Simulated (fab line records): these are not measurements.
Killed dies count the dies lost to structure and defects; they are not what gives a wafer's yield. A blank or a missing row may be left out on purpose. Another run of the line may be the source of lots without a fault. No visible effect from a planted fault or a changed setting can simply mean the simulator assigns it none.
fab line records	flow n5_finfet
record: lots: 7	wafers: 21
route steps=1938 shown BEOL_M5@1154 BEOL_M7@1269 BEOL_M8@1368 BEOL_M9@1401
start_h: the number of hours between the record's first day and the start of the first shown wafer of the lot	wait_h: hours since the lot's step before	" identical to the entry in the row above	L1.1+2: a row that stands for several wafers	- no value, or no start was given	* or withheld: withheld	< > ~ a bound
route shown NAME@n: a module of which the file shows steps, and the number in the route of the first	usual: mean/standard deviation of fault-free wafers	same: alike in all rows	chamber/n: place in a boat	sites: the reading at each site	_std_site: how widely they spread, as a standard deviation	_edge_site: inner sites' mean taken away from outer sites' mean	radius_mm: how far each site lies from the wafer's centre	mask NAME#n: copy n	behind: tool/chamber where the wafer was last shaped	hold: why the lot went on hold/how many hours it stayed there/how the hold came to an end	device: which transistor (n, p or np) failed to switch	end of line: tests of these same wafers at the route's end	a step without rows: its recipe alone	killed: dies that structure and defects cost at the first sort, which is not the same as the wafer's yield	map: a wafer's dies, marking killed ones x, the rest . and places with no die _
set.NAME: the setting the step ran with; set.NAME@STEP: the setting that earlier step ran with	model.NAME: the simulator's own value behind a step, which no gauge read
lots where settings were altered on purpose, with a table for each step and a row for each wafer
== steps ==
step: N5_BEOL_M5_ETCH_68
recipe: chemistry: N2/H2	target: SOC	target_depth_a: 800	overetch_a: 160	mask_material: SiARC	temp_c: 40	time_s: 120	ion_energy_ev: 200	pressure_mtorr: 30	source_w: 840	bias_w: 150	n2_flow_sccm: 200	h2_flow_sccm: 200
usual: rf_vpp_V: 524/3.4
lot.wafer	tool	chamber	start_h	wait_h	set.bias_w	rf_vpp_V	model.SiARC_of_BEOL_M5_COAT_66.thk_nm
L074.2	rie_diel-03	3	175.31	0.0	150	527	6.4
L074.3	"	1	"	"	150	524	6.6
L074.5	"	3	"	"	150	527	6.4
L076.1	rie_diel-03	1	190.43	0.0	150	525	6.6
L076.4	"	2	"	"	150	527	6.4
L076.6	"	1	"	"	150	525	6.8
L077.1	rie_diel-02	0	202.67	0.0	138.5	499	7
L077.3	"	2	"	"	150	519	6.2
L077.5	"	3	"	"	138.5	501	7
L082.2	rie_diel-02	1	215.40	0.0	150	520	6.4
L082.3	"	0	"	"	150	523	6.4
L082.6	"	0	"	"	150	524	6.4
L086.1	rie_diel-02	2	260.15	0.0	141.5	499	6.8
L086.2	"	0	"	"	150	524	6.6
L086.5	"	0	"	"	150	523	6.6
L091.1	rie_diel-02	3	265.62	0.0	150	529	6.4
L091.2	"	0	"	"	150	524	6.4
L091.6	"	1	"	"	150	520	6.4
L097.1	rie_diel-02	1	319.54	0.0	134.7	486	7.2
L097.4	"	2	"	"	134.7	485	7.2
L097.5	"	3	"	"	150	527	6.4
step: N5_BEOL_M5_VIA_ETCH_34
recipe: chemistry: C4F6/O2	target: SiCOH_lowk	target_depth_a: 883	mask_material: SOC	taper_deg: 4	time_s: 39.2	ion_energy_ev: 250	pressure_mtorr: 30	source_w: 345	bias_w: 185	Ar_flow_sccm: 300	C4F6_flow_sccm: 10	O2_flow_sccm: 10
usual: rf_vpp_V: 663/12
lot.wafer	tool	chamber	start_h	wait_h	set.bias_w	rf_vpp_V
L074.2	rie_diel-03	3	175.41	0.0	185	684
L074.3	"	1	"	"	185	644
L074.5	"	3	"	"	185	683
L076.1	rie_diel-03	1	190.53	0.0	185	642
L076.4	"	2	"	"	166.9	631
L076.6	"	1	"	"	185	642
L077.1	rie_diel-02	0	202.77	0.0	185	664
L077.3	"	2	"	"	199.4	701
L077.5	"	3	"	"	185	666
L082.2	rie_diel-02	1	215.50	0.0	185	667
L082.3	"	0	"	"	185	662
L082.6	"	0	"	"	208.6	731
L086.1	rie_diel-02	2	260.25	0.0	185	663
L086.2	"	0	"	"	215.2	747
L086.5	"	0	"	"	215.2	747
L091.1	rie_diel-02	3	265.72	0.0	185	666
L091.2	"	0	"	"	185	663
L091.6	"	1	"	"	185	666
L097.1	rie_diel-02	1	319.64	0.0	158.6	590
L097.4	"	2	"	"	158.6	585
L097.5	"	3	"	"	185	663
step: N5_BEOL_M7_COAT_60
recipe: resist: SiARC	temp_c: 220	time_s: 60	spin_rpm: 1500	resist_thk_nm: 35
lot.wafer	tool	chamber	start_h	wait_h	set.spin_rpm	model.SiARC_of_BEOL_M7_COAT_60.thk_nm
L074.2+3+5	litho_track-01	0	-	-	1500	34.8
L076.1+4	litho_track-05	0	-	-	1623	33.6
L076.6	"	0	"	"	1500	35
L077.1	litho_track-01	0	-	-	1575	34
L077.3	"	0	"	"	1500	35
L077.5	"	0	"	"	1500	34.8
L082.2	litho_track-05	0	-	-	1334	37.2
L082.3	"	0	"	"	1334	37
L082.6	"	0	"	"	1500	35
L086.1	litho_track-03	0	-	-	1651	33.4
L086.2	"	0	"	"	1500	35
L086.5	"	0	"	"	1651	33.2
L091.1+2+6	litho_track-03	0	-	-	1500	35
L097.1+4+5	litho_track-05	0	-	-	1500	35
step: N5_BEOL_M7_ETCH_61
recipe: chemistry: CF4	target: SiARC	target_depth_a: 455	mask_material: CAR-ArF	time_s: 75.8	ion_energy_ev: 80	pressure_mtorr: 40	source_w: 545	bias_w: 36	Ar_flow_sccm: 100	cf4_flow_sccm: 100	ends: cleared
usual: rf_vpp_V: 184.5/1.3
lot.wafer	tool	chamber	start_h	wait_h	set.source_w	set.spin_rpm@BEOL_M7_COAT_60	rf_vpp_V	model.CAR-ArF_of_BEOL_M7_COAT_05.thk_nm	model.etch.depth_nm
L074.2	rie_diel-02	2	191.59	0.0	545	1500	182.6	50.8	34.86
L074.3	"	0	"	"	622.1	1500	176.7	50.8	34.9
L074.5	"	3	"	"	545	1500	185.4	50.8	34.84
L076.1	rie_diel-01	1	210.67	0.0	545	1623	184.9	52.4	33.67
L076.4	"	2	"	"	492.6	1623	193.8	52.4	33.65
L076.6	"	2	"	"	492.6	1500	191.8	51	34.97
L077.1	rie_diel-01	1	222.52	0.0	491.6	1575	192.6	51.4	34.08
L077.3	"	3	"	"	545	1500	184.0	50.6	34.96
L077.5	"	2	"	"	491.6	1500	193.3	51	34.84
L082.2	rie_diel-01	2	232.27	0.0	545	1334	186.4	48.8	37.11
L082.3	"	1	"	"	545	1334	185.6	49	37.05
L082.6	"	0	"	"	545	1500	185.7	51.2	35.02
L086.1	rie_diel-02	0	280.11	0.0	545	1651	183.8	52.4	33.37
L086.2	"	1	"	"	512	1500	188.4	50.8	35.01
L086.5	"	2	"	"	512	1651	185.1	52	33.27
L091.1	rie_diel-01	1	283.40	0.0	545	1500	184.8	50.8	35.04
L091.2	"	2	"	"	545	1500	186.3	50.6	34.98
L091.6	"	2	"	"	545	1500	185.4	50.6	35.09
L097.1	rie_diel-01	0	335.76	0.0	545	1500	184.2	50.8	35.05
L097.4	"	1	"	"	545	1500	184.4	51	34.95
L097.5	"	0	"	"	545	1500	184.7	51.2	35.01
step: N5_BEOL_M7_ETCH_62
recipe: chemistry: N2/H2	target: SOC	target_depth_a: 1100	overetch_a: 220	mask_material: SiARC	temp_c: 40	time_s: 165	ion_energy_ev: 200	pressure_mtorr: 30	source_w: 840	bias_w: 150	n2_flow_sccm: 200	h2_flow_sccm: 200
lot.wafer	tool	chamber	start_h	wait_h	set.spin_rpm@BEOL_M7_COAT_60	model.SiARC_of_BEOL_M7_COAT_60.thk_nm
L074.2	rie_diel-02	2	191.64	0.0	1500	28
L074.3+5	"	0,3	"	"	1500	28.2
L076.1	rie_diel-01	1	210.72	0.0	1623	27.2
L076.4	"	2	"	"	1623	26.8
L076.6	"	2	"	"	1500	28.2
L077.1	rie_diel-01	1	222.58	0.0	1575	27.6
L077.3+5	"	3,2	"	"	1500	28
L082.2	rie_diel-01	2	232.33	0.0	1334	30.4
L082.3	"	1	"	"	1334	30.6
L082.6	"	0	"	"	1500	28.6
L086.1	rie_diel-02	0	280.16	0.0	1651	26.8
L086.2	"	1	"	"	1500	28.6
L086.5	"	2	"	"	1651	26.6
L091.1+6	rie_diel-01	1,2	283.46	0.0	1500	28.4
L091.2	"	2	"	"	1500	28.2
L097.1	rie_diel-01	0	335.81	0.0	1500	28.8
L097.4	"	1	"	"	1500	28.4
L097.5	"	0	"	"	1500	28.6
step: N5_BEOL_M8_DESCUM_33
recipe: chemistry: O2	time_s: 7	source_power_w: 50	bias_power_w: 20	pressure_mtorr: 20	rf_frequency_hz: 2.712e+07	temp_c: 40	resist: CAR-EUV	o2_flow_sccm: 225
lot.wafer	tool	chamber	start_h	wait_h	set.time_s	model.CAR-EUV_of_BEOL_M8_COAT_22.thk_nm
L074.2+3	rie_diel-05	0,1	203.12	0.7	7	26
L074.5	"	1	"	"	7.426	25.8
L076.1+4+6	rie_diel-04	0,1,2	223.83	0.2	6.086	26.6
L077.1+3	rie_diel-04	0,1	230.51	0.1	5.798	26.6
L077.5	"	0	"	"	7	26
L082.2	rie_diel-05	3	243.14	0.0	8.171	25.6
L082.3+6	"	1	"	"	7	26.2
L086.1	rie_diel-05	3	291.46	0.0	7	26
L086.2+5	"	1,2	"	"	6.013	26.6
L091.1+2+6	rie_diel-05	2,3,2	292.20	0.3	7	26.2
L097.1	rie_diel-04	1	348.33	0.1	8.467	25.2
L097.4	"	2	"	"	7	26.2
L097.5	"	0	"	"	7	26
step: N5_BEOL_M8_ETCH_72
recipe: chemistry: N2/H2	target: underlayer	target_depth_a: 65	mask_material: CAR-EUV	time_s: 5.2	ion_energy_ev: 200	pressure_mtorr: 30	source_w: 840	bias_w: 150	n2_flow_sccm: 200	h2_flow_sccm: 200	ends: cleared
lot.wafer	tool	chamber	start_h	wait_h	set.time_s@BEOL_M8_DESCUM_33	model.CAR-EUV_of_BEOL_M8_COAT_22.thk_nm
L074.2	rie_diel-05	0	203.15	0.0	7	20.4
L074.3	"	1	"	"	7	20.2
L074.5	"	1	"	"	7.426	20
L076.1+4	rie_diel-04	0,1	223.87	0.0	6.086	20.8
L076.6	"	2	"	"	6.086	21
L077.1+3	rie_diel-04	0,1	230.55	0.0	5.798	20.8
L077.5	"	0	"	"	7	20.2
L082.2	rie_diel-05	3	243.18	0.0	8.171	19.8
L082.3+6	"	1	"	"	7	20.2
L086.1	rie_diel-05	3	291.49	0.0	7	20.4
L086.2	"	1	"	"	6.013	20.8
L086.5	"	2	"	"	6.013	21
L091.1+2+6	rie_diel-05	2,3,2	292.23	0.0	7	20.4
L097.1	rie_diel-04	1	348.37	0.0	8.467	19.6
L097.4	"	2	"	"	7	20.4
L097.5	"	0	"	"	7	20.2
step: N5_BEOL_M8_ETCH_65
recipe: chemistry: CF4	target: SiARC	target_depth_a: 156	mask_material: CAR-EUV	time_s: 26	ion_energy_ev: 80	pressure_mtorr: 40	source_w: 545	bias_w: 36	Ar_flow_sccm: 100	cf4_flow_sccm: 100	ends: cleared
lot.wafer	tool	chamber	start_h	wait_h	set.time_s@BEOL_M8_DESCUM_33	model.CAR-EUV_of_BEOL_M8_COAT_22.thk_nm
L074.2	rie_diel-05	0	203.17	0.0	7	11.2
L074.3	"	1	"	"	7	11
L074.5	"	1	"	"	7.426	10.8
L076.1+4	rie_diel-04	0,1	223.88	0.0	6.086	11.6
L076.6	"	2	"	"	6.086	11.8
L077.1+3	rie_diel-04	0,1	230.57	0.0	5.798	11.6
L077.5	"	0	"	"	7	11
L082.2	rie_diel-05	3	243.19	0.0	8.171	10.6
L082.3+6	"	1	"	"	7	11.2
L086.1	rie_diel-05	3	291.51	0.0	7	11
L086.2	"	1	"	"	6.013	11.4
L086.5	"	2	"	"	6.013	11.6
L091.1+2+6	rie_diel-05	2,3,2	292.25	0.0	7	11.2
L097.1	rie_diel-04	1	348.39	0.0	8.467	10.4
L097.4	"	2	"	"	7	11.2
L097.5	"	0	"	"	7	11
step: N5_BEOL_M8_ETCH_66
recipe: chemistry: N2/H2	target: SOC	target_depth_a: 800	overetch_a: 160	mask_material: SiARC	temp_c: 40	time_s: 120	ion_energy_ev: 200	pressure_mtorr: 30	source_w: 840	bias_w: 150	n2_flow_sccm: 200	h2_flow_sccm: 200
usual: rf_vpp_V: 523.1/2.8
lot.wafer	tool	chamber	start_h	wait_h	set.source_w	rf_vpp_V
L074.2	rie_diel-05	0	203.20	0.0	840	522.2
L074.3	"	1	"	"	840	519.7
L074.5	"	1	"	"	840	517.7
L076.1	rie_diel-04	0	223.91	0.0	840	527.0
L076.4	"	1	"	"	879.8	516.8
L076.6	"	2	"	"	840	526.8
L077.1	rie_diel-04	0	230.59	0.0	725.6	553.0
L077.3	"	1	"	"	725.6	552.7
L077.5	"	0	"	"	725.6	553.1
L082.2	rie_diel-05	3	243.22	0.0	840	523.6
L082.3	"	1	"	"	989.6	492.4
L082.6	"	1	"	"	840	520.9
L086.1	rie_diel-05	3	291.54	0.0	840	522.5
L086.2	"	1	"	"	840	520.0
L086.5	"	2	"	"	840	524.3
L091.1	rie_diel-05	2	292.28	0.0	840	523.6
L091.2	"	3	"	"	840	523.6
L091.6	"	2	"	"	840	523.1
L097.1	rie_diel-04	1	348.41	0.0	760.8	541.8
L097.4	"	2	"	"	760.8	543.5
L097.5	"	0	"	"	840	524.9
step: N5_BEOL_M9_ILD_DEP_00
recipe: material: SiCOH_lowk	target_thk_a: 3085.1	temp_c: 300	precursor: DEMS/porogen	pressure_torr: 5	rf_w: 500	time_s: 58
lot.wafer	tool	chamber	start_h	wait_h	set.time_s	model.SiCOH_lowk_of_BEOL_M9_ILD_DEP_00.thk_nm
L074.2	pecvd-03	1	206.58	0.0	58	311.8
L074.3	"	0	"	"	58	313
L074.5	"	0	"	"	58	318.4
L076.1	pecvd-03	1	228.41	0.0	58	307.4
L076.4	"	2	"	"	58	307.8
L076.6	"	1	"	"	58	311.2
L077.1	pecvd-02	2	236.00	0.0	58	308.4
L077.3	"	1	"	"	61.9	330
L077.5	"	0	"	"	58	308.6
L082.2	pecvd-03	1	248.00	0.0	58	304.8
L082.3	"	2	"	"	58	305
L082.6	"	2	"	"	58	308
L086.1	pecvd-01	0	294.32	0.0	60.5	322
L086.2	"	2	"	"	58	305.2
L086.5	"	2	"	"	58	310.4
L091.1	pecvd-01	0	297.63	0.0	58	312.4
L091.2	"	1	"	"	58	310.8
L091.6	"	0	"	"	58	315.2
L097.1	pecvd-02	0	351.11	0.0	58	304.4
L097.4	"	2	"	"	55.1	294.6
L097.5	"	1	"	"	58	314.6
step: N5_BEOL_M9_CURE_71
recipe: temp_c: 385	time_s: 240	ambient: He/Ar	material: SiCOH_lowk
lot.wafer	tool	chamber	start_h	wait_h	set.time_s@BEOL_M9_ILD_DEP_00	model.SiCOH_lowk_of_BEOL_M9_ILD_DEP_00.thk_nm
L074.2	uv_cure-02	1	207.04	0.4	58	271
L074.3	"	1	"	"	58	272
L074.5	"	1	"	"	58	276.8
L076.1	uv_cure-01	0	228.73	0.3	58	267
L076.4	"	0	"	"	58	267.4
L076.6	"	0	"	"	58	270.4
L077.1	uv_cure-01	2	236.08	0.0	58	268
L077.3	"	2	"	"	61.9	287
L077.5	"	2	"	"	58	268.2
L082.2	uv_cure-01	1	248.16	0.1	58	264.6
L082.3	"	1	"	"	58	265
L082.6	"	1	"	"	58	267.6
L086.1	uv_cure-03	2	294.40	0.0	60.5	279.8
L086.2	"	2	"	"	58	265.2
L086.5	"	2	"	"	58	269.6
L091.1	uv_cure-01	0	297.90	0.2	58	271.4
L091.2	"	0	"	"	58	270
L091.6	"	0	"	"	58	274
L097.1	uv_cure-02	2	351.19	0.0	58	264.4
L097.4	"	2	"	"	55.1	255.6
L097.5	"	2	"	"	58	273.4
step: N5_BEOL_M9_THK_MEAS_01
recipe: reads: SiCOH_lowk_of_BEOL_M9_ILD_DEP_00
usual: M9_ILD_THK: 269/3.4
lot.wafer	tool	chamber	start_h	wait_h	set.time_s@BEOL_M9_ILD_DEP_00	M9_ILD_THK[nm]
L074.2	film_metro-02	-	207.47	0.4	58	271
L074.3	"	-	"	"	58	272
L074.5	"	-	"	"	58	277
L076.1	film_metro-02	-	229.24	0.4	58	267
L076.4	"	-	"	"	58	267
L076.6	"	-	"	"	58	270
L077.1	film_metro-02	-	236.75	0.6	58	268
L077.3	"	-	"	"	61.9	287
L077.5	"	-	"	"	58	268
L082.2	film_metro-01	-	248.59	0.4	58	265
L082.3	"	-	"	"	58	265
L082.6	"	-	"	"	58	268
L086.1	film_metro-01	-	295.39	0.8	60.5	280
L086.2	"	-	"	"	58	265
L086.5	"	-	"	"	58	270
L091.1	film_metro-02	-	298.42	0.4	58	271
L091.2	"	-	"	"	58	270
L091.6	"	-	"	"	58	274
L097.1	film_metro-02	-	351.70	0.4	58	265
L097.4	"	-	"	"	55.1	256
L097.5	"	-	"	"	58	274
step: N5_BEOL_M9_TRENCH_ETCH_37
recipe: chemistry: C4F6/O2	target_depth_a: 1514.3	target: SiCOH_lowk	time_s: 49	ion_energy_ev: 250	pressure_mtorr: 30	source_w: 345	bias_w: 185	Ar_flow_sccm: 300	C4F6_flow_sccm: 10	O2_flow_sccm: 10
lot.wafer	tool	chamber	start_h	wait_h	set.time_s	model.BEOL_M9.feature_depth_nm	model.etch.depth_nm
L074.2	rie_diel-01	2	-	-	49	154.4	154.3
L074.3	"	1	"	"	49	149.2	149.1
L074.5	"	1	"	"	49	149.8	149.9
L076.1	rie_diel-01	0	-	-	55.11	167.8	167.8
L076.4	"	2	"	"	49	156.2	156.2
L076.6	"	3	"	"	49	155.8	155.8
L077.1	rie_diel-02	1	-	-	49	148.8	148.8
L077.3	"	3	"	"	41.36	127.6	127.6
L077.5	"	0	"	"	41.36	125.8	125.7
L082.2	rie_diel-03	2	-	-	49	149.6	149.6
L082.3	"	0	"	"	49	149.2	149.2
L082.6	"	3	"	"	49	149	149
L086.1	rie_diel-02	1	-	-	49	146.8	146.7
L086.2	"	2	"	"	49	151.4	151.5
L086.5	"	0	"	"	49	148.2	148.3
L091.1	rie_diel-02	3	-	-	49	152.2	152.1
L091.2	"	1	"	"	49	147.6	147.7
L091.6	"	2	"	"	49	153	152.9
L097.1	rie_diel-01	1	-	-	49	149.4	149.4
L097.4	"	0	"	"	49	148.8	148.7
L097.5	"	0	"	"	41.01	123	123
step: N5_BEOL_M9_ETCH_41
recipe: chemistry: CH3F/O2	target: SiCN	target_depth_a: 366	taper_deg: 2	time_s: 70.1	ion_energy_ev: 120	mask_material: TiN	pressure_mtorr: 30	source_w: 395	bias_w: 75	Ar_flow_sccm: 150	CH3F_flow_sccm: 30	O2_flow_sccm: 20
step: N5_BEOL_M9_STRIP_80
recipe: chemistry: N2/H2	time_s: 10	power_w: 450	temp_c: 40	pressure_mtorr: 20	rf_frequency_hz: 6e+07	bias_power_w: 7	n2_flow_sccm: 200	h2_flow_sccm: 200
step: N5_BEOL_M9_OCD_MEAS_38
usual: trench_depth_nm: 150.1/2.5
lot.wafer	tool	chamber	start_h	wait_h	set.time_s@BEOL_M9_TRENCH_ETCH_37	trench_depth_nm
L074.2	ocd-01	-	215.81	-	49	153.8
L074.3	"	-	"	"	49	149.1
L074.5	"	-	"	"	49	150.2
L076.1	ocd-02	-	233.43	-	55.11	167.8
L076.4	"	-	"	"	49	156.1
L076.6	"	-	"	"	49	155.8
L077.1	ocd-01	-	240.56	-	49	148.9
L077.3	"	-	"	"	41.36	127.1
L077.5	"	-	"	"	41.36	125.8
L082.2	ocd-02	-	256.50	-	49	149.3
L082.3	"	-	"	"	49	149.0
L082.6	"	-	"	"	49	149.0
L086.1	ocd-01	-	299.88	-	49	146.6
L086.2	"	-	"	"	49	151.5
L086.5	"	-	"	"	49	148.3
L091.1	ocd-02	-	303.13	-	49	152.5
L091.2	"	-	"	"	49	147.7
L091.6	"	-	"	"	49	153.0
L097.1	ocd-01	-	358.21	-	49	149.4
L097.4	"	-	"	"	49	148.5
L097.5	"	-	"	"	41.01	122.5
== key ==
split: step: N5_BEOL_M5_ETCH_68	setting: bias_w	stated: 150	by: wafer
response: step: N5_BEOL_M5_ETCH_68	reading: rf_vpp_V	change: +3.62	per: 1%	r: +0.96
response: step: N5_BEOL_M5_ETCH_68	reading: model.SiARC_of_BEOL_M5_COAT_66.thk_nm	change: -0.0791	per: 1%	r: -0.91
split: step: N5_BEOL_M5_VIA_ETCH_34	setting: bias_w	stated: 185	by: wafer
response: step: N5_BEOL_M5_VIA_ETCH_34	reading: rf_vpp_V	change: +4.67	per: 1%	r: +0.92
split: step: N5_BEOL_M7_COAT_60	setting: spin_rpm	stated: 1500	by: wafer
response: step: N5_BEOL_M7_COAT_60	reading: model.SiARC_of_BEOL_M7_COAT_60.thk_nm	change: -0.178	per: 1%	r: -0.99
response: step: N5_BEOL_M7_ETCH_61	reading: model.CAR-ArF_of_BEOL_M7_COAT_05.thk_nm	change: +0.171	per: 1%	r: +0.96
response: step: N5_BEOL_M7_ETCH_61	reading: model.etch.depth_nm	change: -0.173	per: 1%	r: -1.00
response: step: N5_BEOL_M7_ETCH_62	reading: model.SiARC_of_BEOL_M7_COAT_60.thk_nm	change: -0.165	per: 1%	r: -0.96
split: step: N5_BEOL_M7_ETCH_61	setting: source_w	stated: 545	by: wafer
response: step: N5_BEOL_M7_ETCH_61	reading: rf_vpp_V	change: -0.671	per: 1%	r: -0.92
split: step: N5_BEOL_M8_DESCUM_33	setting: time_s	stated: 7	by: wafer
response: step: N5_BEOL_M8_DESCUM_33	reading: model.CAR-EUV_of_BEOL_M8_COAT_22.thk_nm	change: -0.0391	per: 1%	r: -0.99
response: step: N5_BEOL_M8_ETCH_72	reading: model.CAR-EUV_of_BEOL_M8_COAT_22.thk_nm	change: -0.0324	per: 1%	r: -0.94
response: step: N5_BEOL_M8_ETCH_65	reading: model.CAR-EUV_of_BEOL_M8_COAT_22.thk_nm	change: -0.0351	per: 1%	r: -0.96
split: step: N5_BEOL_M8_ETCH_66	setting: source_w	stated: 840	by: wafer
response: step: N5_BEOL_M8_ETCH_66	reading: rf_vpp_V	change: -1.74	per: 1%	r: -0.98
split: step: N5_BEOL_M9_ILD_DEP_00	setting: time_s	stated: 58	by: wafer
response: step: N5_BEOL_M9_ILD_DEP_00	reading: model.SiCOH_lowk_of_BEOL_M9_ILD_DEP_00.thk_nm	change: +3.16	per: 1%	r: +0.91
response: step: N5_BEOL_M9_CURE_71	reading: model.SiCOH_lowk_of_BEOL_M9_ILD_DEP_00.thk_nm	change: +2.78	per: 1%	r: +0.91
response: step: N5_BEOL_M9_THK_MEAS_01	reading: M9_ILD_THK	change: +2.77	per: 1%	r: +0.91
split: step: N5_BEOL_M9_TRENCH_ETCH_37	setting: time_s	stated: 49	by: wafer
response: step: N5_BEOL_M9_TRENCH_ETCH_37	reading: model.BEOL_M9.feature_depth_nm	change: +1.38	per: 1%	r: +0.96
response: step: N5_BEOL_M9_TRENCH_ETCH_37	reading: model.etch.depth_nm	change: +1.38	per: 1%	r: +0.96
response: step: N5_BEOL_M9_OCD_MEAS_38	reading: trench_depth_nm	change: +1.4	per: 1%	r: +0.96
